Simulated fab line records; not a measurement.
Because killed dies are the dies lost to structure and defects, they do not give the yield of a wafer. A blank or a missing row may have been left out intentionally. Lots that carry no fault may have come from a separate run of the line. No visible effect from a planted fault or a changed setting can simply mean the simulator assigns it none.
Chamber matching | flow nand-harc | NHARC_A_CHANNEL_FILL_D2_STRIP_28 on rie-diel-03 has 4 sister chambers
The step strips in O2, time 20 s. 8 wafers are shown with their chamber, then 7 later ones without.

EACH WAFER AND ITS CHAMBER
wafer  | chamber | rf-vpp-V (V) | oes-product-au (a.u.)
L232.1 | 2       | 57.4         | 1.008
L232.6 | 0       | 59.1         | 1.010
L235.2 | 0       | 57.8         | 0.998
L238.2 | 3       | 58.0         | 1.003
L238.3 | 1       | 58.3         | 0.994
L238.4 | 3       | 58.5         | 0.999
L240.3 | 1       | 58.9         | 0.993
L240.4 | 2       | 57.8         | 0.998

WAFERS WHOSE CHAMBER IS MISSING
wafer  | rf-vpp-V (V) | oes-product-au (a.u.)
L240.6 | 59.0         | 1.006
L244.1 | 58.7         | 1.006
L244.4 | 58.5         | 1.002
L244.6 | 57.7         | 1.017
L254.2 | 58.7         | 1.005
L254.3 | 58.4         | 1.002
L254.4 | 58.4         | 1.000

WHICH CHAMBER EACH ONE RAN IN
wafer  | from the rows above               | in truth
L240.6 | can't be placed: 0 or 3 or 1 or 2 | 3
L244.1 | can't be placed: 0 or 3 or 2 or 1 | 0
L244.4 | can't be placed: 0 or 3 or 1 or 2 | 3
L244.6 | can't be placed: 2 or 0 or 3 or 1 | 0
L254.2 | can't be placed: 0 or 3 or 2 or 1 | 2
L254.3 | can't be placed: 3 or 0 or 2 or 1 | 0
L254.4 | can't be placed: 3 or 0 or 1 or 2 | 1
Placed correctly: 0 of 7. These rows do not allow placing 7 (true chamber among the candidates in 7). Number placed wrongly: 0.
How it was worked out, from the rows above alone: a wafer's distance from a chamber is the root of the sum, over the readings, of the square of ((its reading less the chamber's mean) divided by the reading's scatter). The wafer belongs to the nearest chamber; if the next one is less than 2 further off, it can't be placed. The mean given for a chamber averages the wafers shown for that chamber. How the scatter is found: for the shown wafers, subtract from each reading the mean of its chamber, square and add these, divide the total by (wafers less chambers), then take the root.
